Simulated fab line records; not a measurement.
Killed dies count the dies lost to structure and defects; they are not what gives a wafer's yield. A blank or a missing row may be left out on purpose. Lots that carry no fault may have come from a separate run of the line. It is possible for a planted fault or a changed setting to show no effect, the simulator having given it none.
One fault seen from 2 desks | flow n5Finfet | every desk sees just its own numbers, and what lay behind them comes last

== FROM THE METROLOGY DESK ==
What the gauges read for every lot (on any tool): the sampled wafers with a number, averaged. The brackets show how far a lot's mean lies from the usual mean; more than 4 standard deviations puts the lot out of limits, marked OUT.
Columns: A = trenchDepthNm at N5_BEOL_M7_OCD_MEAS_38, usual 93.1 nm; B = cdNm at N5_BEOL_M7_CD_MEAS_35, usual 40.0 nm
lot  | first seen here | A    | B
L986 | day 8 22:13     | 90.4 | 39.9
L995 | day 11 11:56    | 92.6 | 40.5
L102 | day 13 11:59    | 92.8 | 38.8
L105 | day 14 02:53    | 94.9 | 40.4
L103 | day 14 03:12    | 96.2 | 39.4
L107 | day 14 19:28    | 91.9 | 39.5
L108 | day 14 21:25    | 96.2 | 40.1
This desk's verdict: no lot among the 7 shows anything out of limits.

== DESK OF THE TOOL OWNER: aldMetal-02 ==
The tool's own readings at N5_BEOL_M7_ALD_77 (deposits TaN, target thk 2 nm, pulse time 2 s, purge time 3 s): means of the sampled wafers that have a number, for each lot that ran on this tool. The brackets show how far a lot's mean lies from the usual mean; more than 4 standard deviations puts the lot out of limits, marked OUT.
Columns: A = heaterPowerW at N5_BEOL_M7_ALD_77, usual 425 W
lot  | first seen here | A
L995 | day 11 15:11    | 426
L102 | day 13 13:20    | 422
L105 | day 14 03:41    | 409
L103 | day 14 04:15    | 404
This desk's verdict: no lot among the 4 shows anything out of limits.

== BROUGHT TOGETHER ==
At the metrology desk, nothing out of limits was observed.
The tool owner's desk saw nothing out of limits.

== WHAT THE SIMULATOR HAD INSERTED ==
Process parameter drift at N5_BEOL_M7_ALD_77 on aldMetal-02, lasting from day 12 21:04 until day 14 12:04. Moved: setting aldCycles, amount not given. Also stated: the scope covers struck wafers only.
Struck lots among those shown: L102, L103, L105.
